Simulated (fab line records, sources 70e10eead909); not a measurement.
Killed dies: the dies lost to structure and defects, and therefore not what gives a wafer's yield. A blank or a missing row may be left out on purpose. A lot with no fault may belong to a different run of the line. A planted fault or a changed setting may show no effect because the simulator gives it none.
What tool caused it? || flow nandHarc || 36 wafers from 12 lots sampled at 6 of the route's 1302 steps

## WHAT THE GAUGES SHOWED, per wafer
NHARC_A_ONON_D1_THK_MEAS_02: measures by ellipsometry. Usual: 1002 nm for thkNm, sd 8.3.
{"lot": "L700", "measured": "day 7 11:10", "on": "filmMetro-02", "thkNm (nm)": "988 989 988", "flag": ""}
{"lot": "L701", "measured": "day 8 04:12", "on": "filmMetro-02", "thkNm (nm)": "1005 1003 1006", "flag": ""}
{"lot": "L703", "measured": "day 8 23:11", "on": "filmMetro-01", "thkNm (nm)": "1006 1006 1006", "flag": ""}
{"lot": "L705", "measured": "day 9 23:08", "on": "filmMetro-01", "thkNm (nm)": "1004 1003 1006", "flag": ""}
{"lot": "L706", "measured": "day 10 07:48", "on": "filmMetro-02", "thkNm (nm)": "653 655 652", "flag": "OFF"}
{"lot": "L707", "measured": "day 11 02:19", "on": "filmMetro-01", "thkNm (nm)": "655 652 655", "flag": "OFF"}
{"lot": "L716", "measured": "day 14 10:57", "on": "filmMetro-01", "thkNm (nm)": "1004 1002 1003", "flag": ""}
{"lot": "L718", "measured": "day 15 09:56", "on": "filmMetro-02", "thkNm (nm)": "1010 1008 1008", "flag": ""}
{"lot": "L719", "measured": "day 15 09:56", "on": "filmMetro-01", "thkNm (nm)": "1009 1007 1006", "flag": ""}
{"lot": "L721", "measured": "day 16 08:02", "on": "filmMetro-01", "thkNm (nm)": "1009 1010 1008", "flag": ""}
{"lot": "L722", "measured": "day 16 22:53", "on": "filmMetro-01", "thkNm (nm)": "1016 1016 1016", "flag": ""}
{"lot": "L723", "measured": "day 17 07:26", "on": "filmMetro-02", "thkNm (nm)": "993 995 994", "flag": ""}

NHARC_END_SORT_01. Usual: killedAtArray 55, standard deviation 20; killedAtOther 1.1, standard deviation 1.2; killedAtPeriphery 3.8, standard deviation 2.8; killedDies 60, standard deviation 19; killedOpen 3.4, standard deviation 1.9; killedShort 2.2, standard deviation 1.5.
{"lot": "L706", "measured": "day 27 17:07", "on": "prober-01", "killedAtArray": "672 671 673", "killedAtOther": "1 1 1", "killedAtPeriphery": "4 5 3", "killedDies": "677 677 677", "killedOpen": "4 7 4", "killedShort": "1 1 1", "flag": "OFF"}
{"lot": "L707", "measured": "day 27 10:55", "on": "prober-02", "killedAtArray": "671 672 674", "killedAtOther": "6 3 1", "killedAtPeriphery": "0 2 2", "killedDies": "677 677 677", "killedOpen": "5 3 7", "killedShort": "2 3 2", "flag": "OFF"}
{"lot": "L719", "measured": "day 32 01:16", "on": "prober-02", "killedAtArray": "61 62 46", "killedAtOther": "0 0 1", "killedAtPeriphery": "6 6 3", "killedDies": "67 68 50", "killedOpen": "6 6 2", "killedShort": "2 1 2", "flag": ""}

## TOOL THAT RAN EACH LOT (tool first, then ch and the chambers of the sampled wafers, then the start)
{"lot": "L700", "NHARC_P_BONDPAD_PVD_27": "pvdSputter-03, day 6 14:07 or earlier", "NHARC_A_ZERO_WELL_ETCH_19": "rieDiel-03 ch 0,1,3, day 6 14:07", "NHARC_A_ZERO_WELL_RTA_16": "rtpAnneal-01 ch 0, day 6 15:08", "NHARC_A_ONON_D1_DEP_00": "pecvdOnon-01 ch 0, day 7 10:39"}
{"lot": "L701", "NHARC_P_BONDPAD_PVD_27": "pvdSputter-01, day 7 05:40 or earlier", "NHARC_A_ZERO_WELL_ETCH_19": "rieDiel-05 ch 0,1,3, day 7 05:40", "NHARC_A_ZERO_WELL_RTA_16": "rtpAnneal-01 ch 0, day 7 06:41", "NHARC_A_ONON_D1_DEP_00": "pecvdOnon-02 ch 0, day 8 03:45"}
{"lot": "L703", "NHARC_P_BONDPAD_PVD_27": "pvdSputter-02, day 8 00:47 or earlier", "NHARC_A_ZERO_WELL_ETCH_19": "rieDiel-05 ch 0,3, day 8 00:47", "NHARC_A_ZERO_WELL_RTA_16": "rtpAnneal-02 ch 0, day 8 01:50", "NHARC_A_ONON_D1_DEP_00": "pecvdOnon-04 ch 0, day 8 22:44"}
{"lot": "L705", "NHARC_P_BONDPAD_PVD_27": "pvdSputter-03, day 8 19:32 or earlier", "NHARC_A_ZERO_WELL_ETCH_19": "rieDiel-03 ch 2,3, day 8 19:32", "NHARC_A_ZERO_WELL_RTA_16": "rtpAnneal-01 ch 0, day 8 20:35", "NHARC_A_ONON_D1_DEP_00": "pecvdOnon-02 ch 0, day 9 22:41"}
{"lot": "L706", "NHARC_P_BONDPAD_PVD_27": "pvdSputter-03, day 9 10:03 or earlier", "NHARC_A_ZERO_WELL_ETCH_19": "rieDiel-03 ch 0,2,3, day 9 10:03", "NHARC_A_ZERO_WELL_RTA_16": "rtpAnneal-02 ch 0, day 9 11:04", "NHARC_A_ONON_D1_DEP_00": "pecvdOnon-02 ch 0, day 10 07:17"}
{"lot": "L707", "NHARC_P_BONDPAD_PVD_27": "pvdSputter-01, day 10 00:13 or earlier", "NHARC_A_ZERO_WELL_ETCH_19": "rieDiel-03 ch 0,2, day 10 00:13", "NHARC_A_ZERO_WELL_RTA_16": "rtpAnneal-02 ch 0, day 10 01:35", "NHARC_A_ONON_D1_DEP_00": "pecvdOnon-02 ch 0, day 11 01:55"}
{"lot": "L716", "NHARC_P_BONDPAD_PVD_27": "pvdSputter-01, day 13 12:10 or earlier", "NHARC_A_ZERO_WELL_ETCH_19": "rieDiel-05 ch 0,2, day 13 12:10", "NHARC_A_ZERO_WELL_RTA_16": "rtpAnneal-02 ch 0, day 13 13:10", "NHARC_A_ONON_D1_DEP_00": "pecvdOnon-02 ch 0, day 14 10:27"}
{"lot": "L718", "NHARC_P_BONDPAD_PVD_27": "pvdSputter-01, day 14 12:05 or earlier", "NHARC_A_ZERO_WELL_ETCH_19": "rieDiel-03 ch 0,1,2, day 14 12:05", "NHARC_A_ZERO_WELL_RTA_16": "rtpAnneal-02 ch 0, day 14 13:12", "NHARC_A_ONON_D1_DEP_00": "pecvdOnon-02 ch 0, day 15 09:26"}
{"lot": "L719", "NHARC_P_BONDPAD_PVD_27": "pvdSputter-02, day 14 12:17 or earlier", "NHARC_A_ZERO_WELL_ETCH_19": "rieDiel-06 ch 0,2,3, day 14 12:17", "NHARC_A_ZERO_WELL_RTA_16": "rtpAnneal-01 ch 0, day 14 13:20", "NHARC_A_ONON_D1_DEP_00": "pecvdOnon-01 ch 0, day 15 09:26"}
{"lot": "L721", "NHARC_P_BONDPAD_PVD_27": "pvdSputter-02, day 15 10:55 or earlier", "NHARC_A_ZERO_WELL_ETCH_19": "rieDiel-03 ch 0,1,3, day 15 10:55", "NHARC_A_ZERO_WELL_RTA_16": "rtpAnneal-01 ch 0, day 15 11:58", "NHARC_A_ONON_D1_DEP_00": "pecvdOnon-04 ch 0, day 16 07:35"}
{"lot": "L722", "NHARC_P_BONDPAD_PVD_27": "pvdSputter-01, day 16 01:14 or earlier", "NHARC_A_ZERO_WELL_ETCH_19": "rieDiel-03 ch 0,2, day 16 01:14", "NHARC_A_ZERO_WELL_RTA_16": "rtpAnneal-01 ch 0, day 16 02:15", "NHARC_A_ONON_D1_DEP_00": "pecvdOnon-02 ch 0, day 16 22:23"}
{"lot": "L723", "NHARC_P_BONDPAD_PVD_27": "pvdSputter-01, day 16 09:03 or earlier", "NHARC_A_ZERO_WELL_ETCH_19": "rieDiel-03 ch 0,1, day 16 09:03", "NHARC_A_ZERO_WELL_RTA_16": "rtpAnneal-02 ch 0, day 16 10:07", "NHARC_A_ONON_D1_DEP_00": "pecvdOnon-02 ch 0, day 17 06:59"}
- NHARC_P_BONDPAD_PVD_27: deposits Cu, target thk 30 nm, time 20.49 s.
- NHARC_A_ZERO_WELL_ETCH_19: etches the open film in N2/H2, target depth 80 nm, overetch 24 nm, time 87.88 s.
- NHARC_A_ZERO_WELL_RTA_16: time 10 s.
- NHARC_A_ONON_D1_DEP_00: target thk 1000 nm.

## AS READ BY THE TOOLS THEMSELVES (means over the sampled wafers that have a number; for cases with no such wafer, the mark the record gives instead)
NHARC_P_BONDPAD_PVD_27. Usual: substrateTempC 30.02 C, standard deviation 0.11; throttleValvePct 30.0 %, standard deviation 0.88.
{"lot": "L700", "tool": "pvdSputter-03", "substrateTempC (C)": 30.10, "throttleValvePct (%)": 28.9, "flag": ""}
{"lot": "L701", "tool": "pvdSputter-01", "substrateTempC (C)": 30.10, "throttleValvePct (%)": 30.7, "flag": ""}
{"lot": "L703", "tool": "pvdSputter-02", "substrateTempC (C)": 29.92, "throttleValvePct (%)": 30.0, "flag": ""}
{"lot": "L705", "tool": "pvdSputter-03", "substrateTempC (C)": 30.02, "throttleValvePct (%)": 29.4, "flag": ""}
{"lot": "L706", "tool": "pvdSputter-03", "substrateTempC (C)": 30.14, "throttleValvePct (%)": 29.6, "flag": ""}
{"lot": "L707", "tool": "pvdSputter-01", "substrateTempC (C)": 29.98, "throttleValvePct (%)": 30.2, "flag": ""}
{"lot": "L716", "tool": "pvdSputter-01", "substrateTempC (C)": 29.86, "throttleValvePct (%)": 30.3, "flag": ""}
{"lot": "L718", "tool": "pvdSputter-01", "substrateTempC (C)": 30.04, "throttleValvePct (%)": 30.4, "flag": ""}
{"lot": "L719", "tool": "pvdSputter-02", "substrateTempC (C)": 29.98, "throttleValvePct (%)": 30.6, "flag": ""}
{"lot": "L721", "tool": "pvdSputter-02", "substrateTempC (C)": 30.04, "throttleValvePct (%)": 30.4, "flag": ""}
{"lot": "L722", "tool": "pvdSputter-01", "substrateTempC (C)": 30.01, "throttleValvePct (%)": 29.2, "flag": ""}
{"lot": "L723", "tool": "pvdSputter-01", "substrateTempC (C)": 30.11, "throttleValvePct (%)": 29.3, "flag": ""}

NHARC_A_ZERO_WELL_ETCH_19. Usual: drypumpMotorCurrentA 5.6 A, standard deviation 0.45; oesProductAu 1.006 a.u., standard deviation 0.0094; rfVppV 429 V, standard deviation 3; showerheadPlenumPTorr 2.00 Torr, standard deviation 0.11; throttleValvePct 14.170 %, standard deviation 0.01.
{"lot": "L700", "tool": "rieDiel-03", "drypumpMotorCurrentA (A)": 5.7, "oesProductAu (a.u.)": 1.002, "rfVppV (V)": 428, "showerheadPlenumPTorr (Torr)": 1.94, "throttleValvePct (%)": 14.172, "flag": ""}
{"lot": "L701", "tool": "rieDiel-05", "drypumpMotorCurrentA (A)": 6.0, "oesProductAu (a.u.)": 1.006, "rfVppV (V)": 434, "showerheadPlenumPTorr (Torr)": 2.16, "throttleValvePct (%)": 14.161, "flag": ""}
{"lot": "L703", "tool": "rieDiel-05", "drypumpMotorCurrentA (A)": 5.7, "oesProductAu (a.u.)": 1.013, "rfVppV (V)": 433, "showerheadPlenumPTorr (Torr)": 2.12, "throttleValvePct (%)": 14.165, "flag": ""}
{"lot": "L705", "tool": "rieDiel-03", "drypumpMotorCurrentA (A)": 5.5, "oesProductAu (a.u.)": 1.001, "rfVppV (V)": 428, "showerheadPlenumPTorr (Torr)": 1.94, "throttleValvePct (%)": 14.174, "flag": ""}
{"lot": "L706", "tool": "rieDiel-03", "drypumpMotorCurrentA (A)": 5.6, "oesProductAu (a.u.)": 0.999, "rfVppV (V)": 428, "showerheadPlenumPTorr (Torr)": 1.94, "throttleValvePct (%)": 14.181, "flag": ""}
{"lot": "L707", "tool": "rieDiel-03", "drypumpMotorCurrentA (A)": 5.8, "oesProductAu (a.u.)": 0.997, "rfVppV (V)": 429, "showerheadPlenumPTorr (Torr)": 1.94, "throttleValvePct (%)": 14.167, "flag": ""}
{"lot": "L716", "tool": "rieDiel-05", "drypumpMotorCurrentA (A)": 5.5, "oesProductAu (a.u.)": 1.012, "rfVppV (V)": 431, "showerheadPlenumPTorr (Torr)": 2.08, "throttleValvePct (%)": 14.165, "flag": ""}
{"lot": "L718", "tool": "rieDiel-03", "drypumpMotorCurrentA (A)": 5.5, "oesProductAu (a.u.)": 1.006, "rfVppV (V)": 427, "showerheadPlenumPTorr (Torr)": 1.92, "throttleValvePct (%)": 14.163, "flag": ""}
{"lot": "L719", "tool": "rieDiel-06", "drypumpMotorCurrentA (A)": 5.5, "oesProductAu (a.u.)": 1.004, "rfVppV (V)": 431, "showerheadPlenumPTorr (Torr)": 2.05, "throttleValvePct (%)": 14.171, "flag": ""}
{"lot": "L721", "tool": "rieDiel-03", "drypumpMotorCurrentA (A)": 5.7, "oesProductAu (a.u.)": 1.000, "rfVppV (V)": 428, "showerheadPlenumPTorr (Torr)": 1.94, "throttleValvePct (%)": 14.168, "flag": ""}
{"lot": "L722", "tool": "rieDiel-03", "drypumpMotorCurrentA (A)": 5.8, "oesProductAu (a.u.)": 1.000, "rfVppV (V)": 427, "showerheadPlenumPTorr (Torr)": 1.94, "throttleValvePct (%)": 14.177, "flag": ""}
{"lot": "L723", "tool": "rieDiel-03", "drypumpMotorCurrentA (A)": 5.9, "oesProductAu (a.u.)": 1.005, "rfVppV (V)": 427, "showerheadPlenumPTorr (Torr)": 1.94, "throttleValvePct (%)": 14.167, "flag": ""}

NHARC_A_ZERO_WELL_RTA_16. Usual: lampPowerPct 26.7 %, standard deviation 1.3; wafer_temp_C_max 1004.8, standard deviation 1.4.
{"lot": "L700", "tool": "rtpAnneal-01", "lampPowerPct (%)": 28.3, "wafer_temp_C_max": 1006.1, "flag": ""}
{"lot": "L701", "tool": "rtpAnneal-01", "lampPowerPct (%)": 28.4, "wafer_temp_C_max": 1006.7, "flag": ""}
{"lot": "L703", "tool": "rtpAnneal-02", "lampPowerPct (%)": 25.7, "wafer_temp_C_max": 1004.5, "flag": ""}
{"lot": "L705", "tool": "rtpAnneal-01", "lampPowerPct (%)": 28.4, "wafer_temp_C_max": 1005.2, "flag": ""}
{"lot": "L706", "tool": "rtpAnneal-02", "lampPowerPct (%)": 25.7, "wafer_temp_C_max": 1003.9, "flag": ""}
{"lot": "L707", "tool": "rtpAnneal-02", "lampPowerPct (%)": 25.7, "wafer_temp_C_max": 1003.4, "flag": ""}
{"lot": "L716", "tool": "rtpAnneal-02", "lampPowerPct (%)": 25.7, "wafer_temp_C_max": 1002.9, "flag": ""}
{"lot": "L718", "tool": "rtpAnneal-02", "lampPowerPct (%)": 25.7, "wafer_temp_C_max": 1004.4, "flag": ""}
{"lot": "L719", "tool": "rtpAnneal-01", "lampPowerPct (%)": 28.3, "wafer_temp_C_max": 1005.1, "flag": ""}
{"lot": "L721", "tool": "rtpAnneal-01", "lampPowerPct (%)": 28.3, "wafer_temp_C_max": 1006.2, "flag": ""}
{"lot": "L722", "tool": "rtpAnneal-01", "lampPowerPct (%)": 28.4, "wafer_temp_C_max": 1006.4, "flag": ""}
{"lot": "L723", "tool": "rtpAnneal-02", "lampPowerPct (%)": 25.7, "wafer_temp_C_max": 1003.5, "flag": ""}

## THE ANSWER, worked out from the rows above alone
Rule: lot off if the mean of its wafers having a number is beyond 3 standard deviations from the usual mean. Also off: a lot with no number at a reading for which 4 or more lots have one. All remaining lots with rows at the step are treated as sound. Order of review: gauges by route order, followed by the tools' own readings, for which a lot's mean as printed above is used. At the first step where some lot is off, the reading lying furthest off is the one used; lots without a number count as furthest.
Off, at NHARC_A_ONON_D1_THK_MEAS_02 on thkNm: L706, L707.
A tool fits if, at a process step before that reading, it ran every lot that is off, and no sound lot after the first of them. The gauges at NHARC_A_ONON_D1_THK_MEAS_02 aren't tried: what is off there is off at NHARC_END_SORT_01 too, on other tools, and a gauge's error can't cause that. Because NHARC_P_BONDPAD_PVD_27 lacks a start for some lots, the hours and order of its lots are taken from NHARC_A_ZERO_WELL_ETCH_19. None of those tried fits.

## WHAT HAD BEEN PUT IN BY THE SIMULATOR
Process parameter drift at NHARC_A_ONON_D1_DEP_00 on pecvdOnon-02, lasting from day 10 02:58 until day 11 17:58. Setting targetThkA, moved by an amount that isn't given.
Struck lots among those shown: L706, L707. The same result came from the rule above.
